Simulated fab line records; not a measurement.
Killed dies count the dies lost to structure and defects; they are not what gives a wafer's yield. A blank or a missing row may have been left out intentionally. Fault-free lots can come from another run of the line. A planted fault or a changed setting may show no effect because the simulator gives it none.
fab line records	flow n5-finfet
record lots=8	wafers=24	last-day=17
route steps=1938 shown BEOL_M1@839 BEOL_M2@843 BEOL_M4@1111 PASSIVATION@1936
lots that met no fault: taken from a fault-free run of the same line
start-h: hours from the record's first day to the start of the lot's first wafer shown	wait-h: how many hours have passed since the lot's step before this one	" same as the row above	L1.1+2: several wafers, shown together as one row	- either no value or no given start	* or withheld: withheld	< > ~ a bound
route shown NAME@n: NAME is a module with steps in the file, n the number in the route of the first one	usual: the fault-free wafers' mean and standard deviation	same: alike in all rows	chamber/n: place in a boat	sites: per-site readings	_std_site: standard deviation of those values	_edge_site: outer sites' mean less inner sites'	radius-mm: for every site, how far away it sits from the centre of the wafer	mask NAME#n: copy n	behind: the last tool/chamber to shape the wafer	hold: reason for holding the lot/hours on hold/outcome of the hold	device: the n, p or np transistor that did not switch	end of line: the route-end tests of the same wafers	a step without rows: its recipe alone	killed: not the wafer's yield, but the dies lost to structure and defects at the first sort	map: a wafer's dies, marking killed ones x, the rest . and places with no die _
set.NAME: the setting the step ran with; set.NAME@STEP: the setting that earlier step ran with	model.NAME: the simulator's own value behind a step, which no gauge read
one table for each step of the route and one row for each wafer, over a sample of lots
services: a tool's chamber out of use, with start hour (start-h, from the record's first day; less than 0 if before it), hours out, and reason
## steps
# step N5_BEOL_M1_RS_MEAS_58
# recipe thk-meas-gauge=four-point-probe	reads=Co_of_BEOL_M1_CO_CAP_55+Cu_of_BEOL_M1_ECD_50+Co_of_BEOL_M1_CVD_47+TaN_of_BEOL_M1_ALD_84
# usual M1_RS=0.69/0.037
lot.wafer	tool	chamber	start-h	wait-h	M1_RS[ohm/sq]
L242.2	film-metro-02	-	129.60	0.1	0.64
L242.5	"	-	"	"	0.61
L242.6	"	-	"	"	0.64
L244.1	film-metro-02	-	142.84	0.0	0.75
L244.2	"	-	"	"	0.69
L244.4	"	-	"	"	0.73
L251.2	film-metro-02	-	185.49	0.1	0.68
L251.5	"	-	"	"	0.66
L251.6	"	-	"	"	0.65
L255.1	film-metro-01	-	210.11	0.0	0.75
L255.3	"	-	"	"	0.71
L255.4	"	-	"	"	0.72
L256.1	film-metro-02	-	220.61	0.0	0.71
L256.4	"	-	"	"	0.65
L256.5	"	-	"	"	0.70
L261.1	film-metro-02	-	242.90	0.0	0.75
L261.4	"	-	"	"	0.71
L261.6	"	-	"	"	0.75
L263.3	film-metro-02	-	257.56	0.1	0.71
L263.5	"	-	"	"	0.70
L263.6	"	-	"	"	0.71
L265.3	film-metro-01	-	267.37	0.1	0.83
L265.4	"	-	"	"	0.69
L265.5	"	-	"	"	0.68
# step N5_BEOL_M2_PECVD_72
# recipe material=SiO2	target-thk-a=160	temp-c=400	precursor=TEOS/O2	pressure-torr=5.5	rf-w=450	teos-flow-sccm=53.8	gas=O2	flow-sccm=3000	time-s=18
# usual heater-power-outer-w=437/74	heater-power-w=737/84	showerhead-plenum-p-Torr=8.75/0.069	throttle-valve-pct=21.8/1.2
lot.wafer	tool	chamber	start-h	wait-h	heater-power-outer-w	heater-power-w	showerhead-plenum-p-Torr	since-wet-clean-h	throttle-valve-pct
L242.2	pecvd-03	0	129.78	0.0	412	662	8.71	1015	22.5
L242.5	"	2	"	"	608	882	8.80	-	19.7
L242.6	"	0	"	"	409	667	8.70	-	22.3
L244.1	pecvd-01	0	143.01	0.0	367	686	8.78	847	23.6
L244.2	"	2	"	"	543	896	8.63	93	20.5
L244.4	"	0	"	"	375	689	8.78	-	23.7
L251.2	pecvd-03	0	185.68	0.0	477	732	8.72	1071	22.5
L251.5	"	0	"	"	456	738	8.73	-	22.2
L251.6	"	2	"	"	526	767	8.80	-	19.6
L255.1	pecvd-03	0	210.30	0.0	458	728	8.69	1095	22.1
L255.3	"	1	"	"	355	620	8.83	1820	22.4
L255.4	"	1	"	"	353	614	8.82	-	22.2
L256.1	pecvd-03	0	220.79	0.0	464	708	8.71	1106	22.1
L256.4	"	0	"	"	461	727	8.70	-	22.3
L256.5	"	1	"	"	325	576	8.85	-	22.5
L261.1	pecvd-02	2	243.08	0.0	362	686	8.84	4	21.0
L261.4	"	0	"	"	379	678	8.70	-	21.9
L261.6	"	1	"	"	456	785	8.69	-	22.4
L263.3	pecvd-01	0	257.74	0.0	355	649	8.77	962	23.8
L263.5	"	1	"	"	437	714	8.84	-	21.4
L263.6	"	0	"	"	354	659	8.75	-	23.7
L265.3	pecvd-01	0	267.54	0.0	406	738	8.78	971	24.3
L265.4	"	2	"	"	473	800	8.66	-	20.8
L265.5	"	0	"	"	393	729	8.77	-	24.2
# step N5_BEOL_M2_HM_DEP_02
# recipe material=TiN	target-thk-a=200	temp-c=25	chamber-pressure-pa=0.49996
# usual chamber-pressure-pa=0.5001/0.0011	substrate-temp-c=25.00/0.098	throttle-valve-pct=30.1/0.98
lot.wafer	tool	chamber	start-h	wait-h	chamber-pressure-pa	substrate-temp-c	throttle-valve-pct
L242.2	pvd-sputter-02	-	131.60	1.8	0.4996	25.01	29.9
L242.5	"	-	"	"	0.5001	25.06	30.0
L242.6	"	-	"	"	0.5001	24.89	29.2
L244.1	pvd-sputter-02	-	143.07	0.0	0.4999	25.14	29.0
L244.2	"	-	"	"	0.5013	25.18	30.4
L244.4	"	-	"	"	0.5000	25.11	29.7
L251.2	pvd-sputter-01	-	185.75	0.1	0.4993	25.07	30.1
L251.5	"	-	"	"	0.4988	24.98	30.8
L251.6	"	-	"	"	0.5008	25.08	32.9
L255.1	pvd-sputter-02	-	210.73	0.4	0.4985	25.14	29.1
L255.3	"	-	"	"	0.5013	24.98	30.3
L255.4	"	-	"	"	0.5001	25.13	30.0
L256.1	pvd-sputter-02	-	221.41	0.6	0.5010	25.03	30.4
L256.4	"	-	"	"	0.5007	25.01	30.0
L256.5	"	-	"	"	0.5014	24.85	29.9
L261.1	pvd-sputter-03	-	244.77	1.7	0.5010	25.00	29.7
L261.4	"	-	"	"	0.4989	25.04	30.4
L261.6	"	-	"	"	0.5000	24.88	29.8
L263.3	pvd-sputter-01	-	257.80	0.0	0.4984	24.97	30.6
L263.5	"	-	"	"	0.5000	24.99	30.7
L263.6	"	-	"	"	0.5003	25.04	33.2
L265.3	pvd-sputter-03	-	268.31	0.7	0.4995	24.99	29.2
L265.4	"	-	"	"	0.5008	25.04	30.3
L265.5	"	-	"	"	0.5006	25.23	30.2
# step N5_BEOL_M2_INSPECT_13
# recipe mode=adi	inspect-instrument=brightfield
# usual raw-defect-count=419/93
lot.wafer	tool	chamber	start-h	wait-h	raw-defect-count
L242.2	defect-inspect-01	-	132.09	0.0	428
L242.5	"	-	"	"	374
L242.6	"	-	"	"	407
L244.1	defect-inspect-01	-	143.55	0.1	565
L244.2	"	-	"	"	448
L244.4	"	-	"	"	369
L251.2	defect-inspect-02	-	186.36	0.0	464
L251.5	"	-	"	"	417
L251.6	"	-	"	"	466
L255.1	defect-inspect-02	-	211.22	0.1	862
L255.3	"	-	"	"	386
L255.4	"	-	"	"	440
L256.1	defect-inspect-02	-	221.90	0.1	851
L256.4	"	-	"	"	815
L256.5	"	-	"	"	300
L261.1	defect-inspect-01	-	245.39	0.1	304
L261.4	"	-	"	"	400
L261.6	"	-	"	"	434
L263.3	defect-inspect-02	-	258.29	0.0	468
L263.5	"	-	"	"	414
L263.6	"	-	"	"	465
L265.3	defect-inspect-02	-	268.84	0.1	509
L265.4	"	-	"	"	310
L265.5	"	-	"	"	433
# step N5_BEOL_M2_STRIP_19
# recipe chemistry=O2	power-w=400	temp-c=40	pressure-mtorr=30	rf-frequency-hz=6e+07	bias-power-w=0	overash-fraction=0.2	o2-flow-sccm=225
# usual drypump-motor-current-A=5.6/0.43	oes-product-au=0.81/0.089	rf-vpp-V=3.6/0.5	showerhead-plenum-p-Torr=2.11/0.059	throttle-valve-pct=16.66/0.24
# same bias-power-w=0
lot.wafer	tool	chamber	start-h	wait-h	drypump-motor-current-A	oes-product-au	rf-hours-counter-h	rf-vpp-V	showerhead-plenum-p-Torr	throttle-valve-pct
L242.2	rie-diel-06	0	132.49	0.1	5.8	0.72	201	3.8	2.08	16.63
L242.5	"	2	"	"	5.4	0.94	-	4.1	2.22	16.12
L242.6	"	3	"	"	4.9	0.95	-	3.7	2.05	16.70
L244.1	rie-diel-03	1	144.00	0.1	6.2	0.70	217	4.1	2.08	17.17
L244.2	"	3	"	"	6.2	0.86	66	3.8	2.14	16.52
L244.4	"	2	"	"	5.5	0.79	118	4.5	2.17	16.61
L251.2	rie-diel-02	3	188.23	0.1	5.1	0.82	61	3.4	2.13	16.62
L251.5	"	1	"	"	6.2	0.76	-	4.2	2.09	16.67
L251.6	"	2	"	"	5.7	0.88	-	4.3	2.06	16.74
L255.1	rie-diel-03	1	211.91	0.1	6.2	0.69	241	3.4	2.07	17.20
L255.3	"	2	"	"	5.5	0.76	144	3.0	2.17	16.67
L255.4	"	3	"	"	6.2	0.83	91	3.9	2.13	16.58
L256.1	rie-diel-03	2	222.33	0.1	5.5	0.76	147	4.3	2.17	16.68
L256.4	"	3	"	"	6.2	0.82	-	3.0	2.13	16.56
L256.5	"	2	"	"	5.5	0.77	-	3.3	2.16	16.68
L261.1	rie-diel-03	3	245.83	0.1	6.2	0.81	107	4.8	2.13	16.59
L261.4	"	2	"	"	5.5	0.75	-	3.9	2.16	16.69
L261.6	"	0	"	"	5.4	1.02	-	3.5	2.22	16.26
L263.3	rie-diel-03	3	260.29	0.1	6.2	0.80	115	3.9	2.12	16.60
L263.5	"	0	"	"	5.4	0.98	-	3.4	2.22	16.27
L263.6	"	3	"	"	6.2	0.80	-	4.0	2.12	16.61
L265.3	rie-diel-02	1	269.49	0.1	6.1	0.72	159	2.9	2.08	16.77
L265.4	"	2	"	"	5.7	0.83	82	3.6	2.05	16.82
L265.5	"	2	"	"	5.7	0.83	-	3.0	2.05	16.80
# step N5_BEOL_M2_INSPECT_30
# recipe mode=adi	inspect-instrument=brightfield
# usual raw-defect-count=425/110
lot.wafer	tool	chamber	start-h	wait-h	raw-defect-count
L242.2	defect-inspect-02	-	133.09	0.0	503
L242.5	"	-	"	"	453
L242.6	"	-	"	"	483
L244.1	defect-inspect-02	-	144.60	0.1	654
L244.2	"	-	"	"	556
L244.4	"	-	"	"	410
L251.2	defect-inspect-01	-	188.83	0.0	372
L251.5	"	-	"	"	352
L251.6	"	-	"	"	413
L255.1	defect-inspect-01	-	212.39	0.1	814
L255.3	"	-	"	"	352
L255.4	"	-	"	"	374
L256.1	defect-inspect-01	-	222.80	0.1	805
L256.4	"	-	"	"	804
L256.5	"	-	"	"	267
L261.1	defect-inspect-01	-	246.31	0.1	307
L261.4	"	-	"	"	393
L261.6	"	-	"	"	441
L263.3	defect-inspect-01	-	260.77	0.0	420
L263.5	"	-	"	"	376
L263.6	"	-	"	"	395
L265.3	defect-inspect-01	-	269.98	0.1	447
L265.4	"	-	"	"	275
L265.5	"	-	"	"	387
# step N5_BEOL_M4_RC_MEAS_101
# usual DIBL_N=36.8/2.1	DIBL_P=37.1/2.2	IOFF_N=0.18/0.037	IOFF_P=0.23/0.041	ION_N=682/13	ION_P=467/8.6	SS_N=71.7/0.61	SS_P=73.5/0.6	VT_N=248/3.4	VT_P=-249/3.5
lot.wafer	tool	chamber	start-h	wait-h	DIBL_N[mV/V]	DIBL_P[mV/V]	IOFF_N[nA/um]	IOFF_P[nA/um]	ION_N[uA/um]	ION_P[uA/um]	SS_N[mV/dec]	SS_P[mV/dec]	VT_N[mV]	VT_P[mV]
L242.2	prober-01	0	165.44	0.2	35.8	36.0	0.16	0.24	689	488	71.3	73.0	246	-246
L242.5	"	0	"	"	36.0	36.6	0.16	0.24	682	473	71.6	73.7	248	-245
L242.6	"	0	"	"	37.5	38.2	0.18	0.26	693	484	71.4	73.5	246	-244
L244.1	prober-01	0	182.89	0.0	33.7	35.1	0.12	0.17	662	457	70.5	72.7	252	-252
L244.2	"	0	"	"	32.8	33.8	0.10	0.15	649	440	70.6	72.9	257	-256
L244.4	"	0	"	"	34.0	34.8	0.12	0.16	662	452	70.7	72.3	253	-257
L251.2	prober-01	0	216.09	0.2	38.1	37.8	0.21	0.24	690	473	71.3	73.8	245	-247
L251.5	"	0	"	"	37.7	37.0	0.20	0.24	691	479	72.4	73.3	244	-249
L251.6	"	0	"	"	38.8	39.0	0.20	0.26	689	472	71.8	73.7	248	-248
L255.1	prober-01	0	256.16	0.0	39.6	37.3	0.22	0.26	700	475	72.6	73.7	244	-247
L255.3	"	0	"	"	38.2	35.6	0.18	0.23	685	468	72.2	73.7	246	-248
L255.4	"	0	"	"	38.2	36.5	0.18	0.24	690	475	71.9	73.5	248	-249
L256.1	prober-01	0	258.75	0.0	37.0	38.9	0.18	0.23	699	478	72.2	72.7	248	-246
L256.4	"	0	"	"	39.0	41.8	0.23	0.29	709	483	72.1	74.3	243	-248
L256.5	"	0	"	"	37.1	39.0	0.18	0.24	698	474	72.0	73.5	247	-246
L261.1	prober-02	0	281.75	0.0	34.4	33.9	0.13	0.19	686	464	70.8	72.9	250	-247
L261.4	"	0	"	"	35.2	34.6	0.15	0.20	679	471	71.1	72.9	246	-250
L261.6	"	0	"	"	35.3	35.2	0.15	0.20	676	469	71.8	72.9	250	-249
L263.3	prober-01	0	302.78	0.3	37.0	39.5	0.20	0.29	694	475	72.4	74.0	245	-242
L263.5	"	0	"	"	37.0	39.3	0.19	0.29	685	476	71.6	73.7	247	-242
L263.6	"	0	"	"	39.1	41.5	0.24	0.33	696	480	73.0	74.6	244	-242
L265.3	prober-01	0	306.84	0.3	36.3	35.6	0.15	0.20	679	466	71.5	73.2	249	-251
L265.4	"	0	"	"	38.0	38.2	0.18	0.25	682	469	72.5	74.5	248	-249
L265.5	"	0	"	"	37.9	38.1	0.18	0.24	688	469	71.8	73.6	249	-247
# step N5_PASSIVATION_PROBE_49
# usual defect-limited-yield=91.0/1.4	killed_at_M0_to_M3=35/10	killed_at_M4_up=13/6	killed-at-contacts=13/6.4	killed-at-front-end=42/12	killed-at-other=3.2/2.4	killed-dies=107/17	killed-on-rim=15/4.1	killed-open=69/13	killed-short=33/7.3	sort_bin_5_function=5.3/0.92	sort_bin_6_memory=3.3/0.66	sort_bin_8_speed=0.00/0.035	sort-n-pass=1073/17	sort-yield-pct=90.9/1.4
# same gross-dies=1180	killed-at-back-side=0	sort_bin_4_leakage[%]=0
lot.wafer	tool	chamber	start-h	wait-h	defect-limited-yield[%]	killed_at_M0_to_M3	killed_at_M4_up	killed-at-contacts	killed-at-front-end	killed-at-other	killed-dies	killed-on-rim	killed-open	killed-short	sort_bin_5_function[%]	sort_bin_6_memory[%]	sort_bin_8_speed[%]	sort-n-pass	sort-yield-pct[%]
L242.2	prober-02	-	265.21	0.1	90.7	33	10	18	46	3	110	16	67	38	5.2	3.6	0	1070	90.7
L242.5	prober-02	-	265.36	0.2	91.1	25	13	20	43	4	105	17	71	29	4.7	3.5	0	1075	91.1
L242.6	prober-02	-	265.41	0.3	88.6	27	12	20	74	2	135	24	75	57	6.8	4.3	0	1045	88.6
L244.1	prober-02	-	278.56	0.3	90.8	43	6	11	46	2	108	21	57	43	4.7	3.6	0	1072	90.8
L244.2	prober-02	-	278.61	0.3	88.4	71	7	15	41	3	137	20	77	56	6.9	4.4	0.25	1040	88.1
L244.4	prober-02	-	278.71	0.4	90.1	42	10	15	42	8	117	15	78	29	5.8	3.6	0	1063	90.1
L251.2	prober-02	-	319.21	0.1	90.2	37	11	17	49	2	116	16	74	38	5.6	3.6	0	1064	90.2
L251.5	prober-02	-	319.36	0.2	89.7	45	10	8	56	2	121	20	81	33	7.3	2.7	0	1059	89.7
L251.6	prober-02	-	319.41	0.3	90.3	57	7	15	32	3	114	19	66	40	6.4	3.0	0	1066	90.3
L256.1	prober-02	-	368.96	0.0	79.9	172	22	10	32	1	237	35	78	38	13.2	4.6	0	943	79.9
L256.4	prober-02	-	369.11	0.2	84.8	135	4	10	24	6	179	20	38	26	9.7	3.1	0	1001	84.8
L256.5	prober-02	-	369.16	0.2	92.7	35	10	13	24	4	86	5	46	33	4.7	2.3	0	1094	92.7
L255.1	prober-02	-	369.26	0.3	80.2	134	29	19	50	2	234	34	79	43	11.9	5.4	0	946	80.2
L255.3	prober-02	-	369.36	0.4	90.9	49	26	12	18	2	107	12	76	29	5.8	3.1	0	1073	90.9
L255.4	prober-02	-	369.41	0.5	91.1	26	28	11	33	7	105	15	80	21	6.3	2.5	0	1075	91.1
L261.1	prober-02	-	392.04	0.0	89.3	22	7	24	67	6	126	20	89	37	6.2	4.0	0	1054	89.3
L261.4	prober-02	-	392.19	0.2	89.6	30	14	18	60	1	123	13	89	34	5.9	4.2	0	1057	89.6
L261.6	prober-02	-	392.29	0.3	90.5	40	6	9	55	2	112	9	77	35	6.0	3.1	0	1068	90.5
L263.3	prober-01	-	405.03	0.1	89.2	40	11	26	49	2	128	20	82	45	6.3	4.2	0	1052	89.2
L263.5	prober-01	-	405.13	0.2	90.7	42	16	15	36	1	110	20	70	36	5.5	3.5	0	1070	90.7
L263.6	prober-01	-	405.18	0.3	93.1	27	5	12	37	0	81	11	58	20	4.5	2.1	0	1099	93.1
L265.3	prober-01	-	411.02	0.1	91.6	35	8	12	43	1	99	12	66	28	4.4	3.6	0	1081	91.6
L265.4	prober-01	-	411.07	0.2	91.9	33	6	8	48	1	96	20	66	27	5.0	2.5	0	1084	91.9
L265.5	prober-01	-	411.12	0.2	90.3	32	2	22	52	6	114	21	76	35	6.4	3.1	0	1066	90.3
# killed by level:class
L242.2 MOL_CONTACT_COAG:geometric-particle:open=18 GATE_CUT:geometric-particle:short=7 BEOL_M0_SAQP:geometric-particle:short=7 BEOL_M2:geometric-particle:open=7 ILD0:geometric-particle:open=6 GATE_CUT:geometric-particle:open=6 FIN_SAQP:geometric-particle:short=5 BEOL_M4:geometric-particle:open=5
L242.5 MOL_CONTACT_COAG:geometric-particle:open=15 STI_FIN_REVEAL:geometric-particle:open=7 DUMMY_GATE:geometric-particle:open=6 BEOL_M1:geometric-particle:open=6 FIN_SAQP:geometric-particle:short=5 FIN_SAQP:geometric-particle:open=5 GATE_CUT:geometric-particle:short=5 GATE_CUT:geometric-particle:open=5
L242.6 FIN_SAQP:geometric-particle:short=15 MOL_CONTACT_COAG:geometric-particle:open=13 STI_FIN_REVEAL:geometric-particle:open=11 GATE_CUT:geometric-particle:open=9 GATE_CUT:geometric-particle:short=9 STARTING-WAFER:geometric-particle:short=8 MOL_CONTACT_COAG:geometric-particle:short=7 BEOL_M0_SAQP:geometric-particle:short=7
L244.1 FIN_SAQP:geometric-particle:short=11 BEOL_M0_SAQP:geometric-particle:open=11 BEOL_M0_SAQP:geometric-particle:short=10 MOL_CONTACT_COAG:geometric-particle:open=8 HKMG_FIN:area-etch=6 BEOL_M1:geometric-particle:open=5 FIN_SAQP:geometric-particle:open=4 GATE_CUT:geometric-particle:open=4
L244.2 BEOL_M3:geometric-particle:open=17 BEOL_M0_SAQP:geometric-particle:short=16 BEOL_M1:geometric-particle:open=12 MOL_CONTACT_COAG:geometric-particle:open=11 GATE_CUT:geometric-particle:short=8 BEOL_M0_SAQP:geometric-particle:open=8 BEOL_M3:geometric-particle:short=6 BEOL_M2:geometric-particle:open=6
L244.4 BEOL_M0_SAQP:geometric-particle:open=15 MOL_CONTACT_COAG:geometric-particle:open=11 STI_FIN_REVEAL:geometric-particle:open=6 GATE_CUT:geometric-particle:open=6 BEOL_M3:geometric-particle:open=6 BEOL_M2:geometric-particle:short=5 HKMG_FIN:area-etch=5 FIN_SAQP:geometric-particle:open=4
L251.2 MOL_CONTACT_COAG:geometric-particle:open=16 STI_FIN_REVEAL:geometric-particle:open=13 BEOL_M0_SAQP:geometric-particle:open=10 STI_FIN_REVEAL:geometric-particle:short=8 BEOL_M0_SAQP:geometric-particle:short=8 FIN_SAQP:geometric-particle:open=7 GATE_CUT:geometric-particle:short=5 BEOL_M3:geometric-particle:open=5
L251.5 BEOL_M0_SAQP:geometric-particle:open=11 STI_FIN_REVEAL:geometric-particle:open=11 FIN_SAQP:geometric-particle:open=10 DUMMY_GATE:geometric-particle:open=9 BEOL_M3:geometric-particle:open=9 BEOL_M2:geometric-particle:open=7 MOL_CONTACT_COAG:geometric-particle:open=6 FIN_SAQP:geometric-particle:short=5
L251.6 BEOL_M0_SAQP:geometric-particle:short=16 BEOL_M3:geometric-particle:open=16 BEOL_M0_SAQP:geometric-particle:open=10 BEOL_M2:geometric-particle:open=8 MOL_CONTACT_COAG:geometric-particle:open=7 FIN_SAQP:geometric-particle:open=6 STI_FIN_REVEAL:geometric-particle:open=5 FIN_SAQP:geometric-particle:short=4
L256.1 BEOL_M2:unspecified=115 BEOL_M0_SAQP:geometric-particle:open=17 BEOL_M0_SAQP:geometric-particle:short=13 BEOL_M3:geometric-particle:open=11 BEOL_M4:geometric-particle:open=10 FIN_SAQP:geometric-particle:short=9 DUMMY_GATE:geometric-particle:open=8 MOL_CONTACT_COAG:geometric-particle:open=8
L256.4 BEOL_M2:unspecified=113 BEOL_M0_SAQP:geometric-particle:short=8 FIN_SAQP:geometric-particle:open=6 MOL_CONTACT_COAG:geometric-particle:open=6 FIN_SAQP:geometric-particle:short=5 BEOL_M1:geometric-particle:open=5 MIM_TOP_ETCH:geometric-particle:open=4 BEOL_M0_SAQP:geometric-particle:open=3
L256.5 MOL_CONTACT_COAG:geometric-particle:open=10 BEOL_M0_SAQP:geometric-particle:short=9 BEOL_M0_SAQP:geometric-particle:open=9 FIN_SAQP:geometric-particle:short=6 BEOL_M1:geometric-particle:open=5 BEOL_M3:geometric-particle:open=4 DUMMY_GATE:geometric-particle:open=3 MOL_CONTACT_COAG:geometric-particle:short=3
L255.1 BEOL_M2:unspecified=109 MOL_CONTACT_COAG:geometric-particle:open=14 STI_FIN_REVEAL:geometric-particle:open=13 BEOL_M4:geometric-particle:open=12 FIN_SAQP:geometric-particle:short=9 STI_FIN_REVEAL:geometric-particle:short=8 FIN_SAQP:geometric-particle:open=8 BEOL_M3:geometric-particle:open=7
L255.3 BEOL_M0_SAQP:geometric-particle:open=12 MOL_CONTACT_COAG:geometric-particle:open=11 BEOL_M3:geometric-particle:open=11 BEOL_M4:geometric-particle:open=9 BEOL_M0_SAQP:geometric-particle:short=8 BEOL_M2:geometric-particle:open=7 BEOL_M5:geometric-particle:open=7 BEOL_M1:geometric-particle:open=6
L255.4 STI_FIN_REVEAL:geometric-particle:open=13 BEOL_M4:geometric-particle:open=13 BEOL_M3:geometric-particle:open=8 MOL_CONTACT_COAG:geometric-particle:open=7 BEOL_M2:geometric-particle:open=7 BEOL_M1:geometric-particle:open=5 GATE_CUT:geometric-particle:open=5 BEOL_M7:geometric-particle:open=4
L261.1 STI_FIN_REVEAL:geometric-particle:open=26 MOL_CONTACT_COAG:geometric-particle:open=16 FIN_SAQP:geometric-particle:open=13 MOL_CONTACT_COAG:geometric-particle:short=8 BEOL_M3:geometric-particle:open=7 FIN_SAQP:geometric-particle:short=6 BEOL_M0_SAQP:geometric-particle:short=5 GATE_CUT:geometric-particle:open=3
L261.4 FIN_SAQP:geometric-particle:open=19 STI_FIN_REVEAL:geometric-particle:open=17 MOL_CONTACT_COAG:geometric-particle:open=15 FIN_SAQP:geometric-particle:short=10 BEOL_M0_SAQP:geometric-particle:short=6 BEOL_M0_SAQP:geometric-particle:open=6 BEOL_M2:geometric-particle:open=6 BEOL_M3:geometric-particle:open=4
L261.6 BEOL_M3:geometric-particle:open=16 STI_FIN_REVEAL:geometric-particle:open=13 FIN_SAQP:geometric-particle:open=12 BEOL_M0_SAQP:geometric-particle:open=10 BEOL_M0_SAQP:geometric-particle:short=6 MOL_CONTACT_COAG:geometric-particle:open=5 FIN_SAQP:geometric-particle:short=4 DUMMY_GATE:geometric-particle:open=4
L263.3 MOL_CONTACT_COAG:geometric-particle:open=22 DUMMY_GATE:geometric-particle:open=13 BEOL_M0_SAQP:geometric-particle:short=13 STI_FIN_REVEAL:geometric-particle:open=9 BEOL_M0_SAQP:geometric-particle:open=9 FIN_SAQP:geometric-particle:short=8 MOL_CONTACT_COAG:geometric-particle:short=4 DUMMY_GATE:geometric-particle:short=4
L263.5 BEOL_M0_SAQP:geometric-particle:open=15 MOL_CONTACT_COAG:geometric-particle:open=13 BEOL_M0_SAQP:geometric-particle:short=12 STI_FIN_REVEAL:geometric-particle:open=9 BEOL_M5:geometric-particle:open=7 BEOL_M0:geometric-particle:open=6 FIN_SAQP:geometric-particle:open=4 STI_FIN_REVEAL:geometric-particle:short=4
L263.6 STI_FIN_REVEAL:geometric-particle:open=15 MOL_CONTACT_COAG:geometric-particle:open=10 BEOL_M0_SAQP:geometric-particle:open=9 STI_FIN_REVEAL:geometric-particle:short=4 BEOL_M0_SAQP:geometric-particle:short=4 BEOL_M3:geometric-particle:open=4 DUMMY_GATE:geometric-particle:open=3 GATE_CUT:geometric-particle:short=3
L265.3 FIN_SAQP:geometric-particle:open=16 BEOL_M1:geometric-particle:open=12 MOL_CONTACT_COAG:geometric-particle:open=10 GATE_CUT:geometric-particle:short=5 BEOL_M0_SAQP:geometric-particle:open=5 BEOL_M0_SAQP:geometric-particle:short=5 STI_FIN_REVEAL:geometric-particle:open=4 DUMMY_GATE:geometric-particle:open=3
L265.4 STI_FIN_REVEAL:geometric-particle:open=10 BEOL_M0_SAQP:geometric-particle:open=9 FIN_SAQP:geometric-particle:open=8 BEOL_M1:geometric-particle:open=7 BEOL_M3:geometric-particle:open=7 ILD0:geometric-particle:open=5 BEOL_M0_SAQP:geometric-particle:short=5 FIN_SAQP:geometric-particle:short=4
L265.5 STI_FIN_REVEAL:geometric-particle:open=20 MOL_CONTACT_COAG:geometric-particle:open=17 BEOL_M0_SAQP:geometric-particle:short=9 FIN_SAQP:geometric-particle:short=6 BEOL_M0_SAQP:geometric-particle:open=6 BEOL_M3:geometric-particle:open=6 MOL_CONTACT_COAG:geometric-particle:short=5 STARTING-WAFER:geometric-particle:open=5
## services
tool	chamber	start-h	hours	kind
pecvd-01	2	124.15	15.7	repair
rie-diel-06	1	126.45	1.2	repair
pecvd-01	0	130.62	5.5	scheduled-down
pvd-sputter-03	-	136.53	4.5	repair
pecvd-02	-	146.03	14.6	pm
pecvd-01	1	171.12	15.5	repair
rie-diel-06	-	178.23	14.6	pm
pecvd-03	-	191.07	6.0	pm
pecvd-01	-	202.24	14.6	pm
rie-diel-06	2	210.88	4.2	repair
rie-diel-03	0	221.15	-	clean
rie-diel-03	0	221.15	-	consumable-replace:focus-ring
rie-diel-03	0	221.15	-	consumable-replace:showerhead
rie-diel-03	0	221.15	18.5	scheduled-down
rie-diel-03	0	221.15	18.5	vent-cycle
pecvd-01	-	229.03	2.8	pm
pecvd-03	-	237.63	2.8	pm
rie-diel-03	1	239.65	-	clean
rie-diel-03	1	239.65	-	consumable-replace:focus-ring
rie-diel-03	1	239.65	15.2	scheduled-down
rie-diel-03	1	239.65	15.2	vent-cycle
pecvd-03	-	242.42	0.2	repair
rie-diel-06	-	246.45	15.6	pm
pecvd-01	-	249.04	1.0	repair
## key
first-sign step=N5_BEOL_M2_INSPECT_13	reading=raw-defect-count	direction=up	sigmas=4.6	usual=419	struck=843
effect step=N5_BEOL_M2_INSPECT_30	reading=raw-defect-count	direction=up	sigmas=3.5	usual=425	struck=808
effect step=N5_PASSIVATION_PROBE_49	reading=killed_at_M0_to_M3	direction=up	sigmas=11	usual=35	struck=147
more-kills-born-at N5_BEOL_M2_PECVD_72@pecvd-03=337
met-at N5_BEOL_M2_PECVD_72
struck-lots L255,L256
struck-wafers L255.1,L256.1,L256.4
not-acting-at N5_BEOL_M1_RS_MEAS_58,N5_BEOL_M2_HM_DEP_02,N5_BEOL_M2_STRIP_19
onset-between 185.68 210.30
fault kind=chamber-particle-source	tool=pecvd-03	chamber=0	onset-h=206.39	steps=N5_BEOL_M2_PECVD_72	rate-per-visit-cm2=0.73408	end-h=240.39
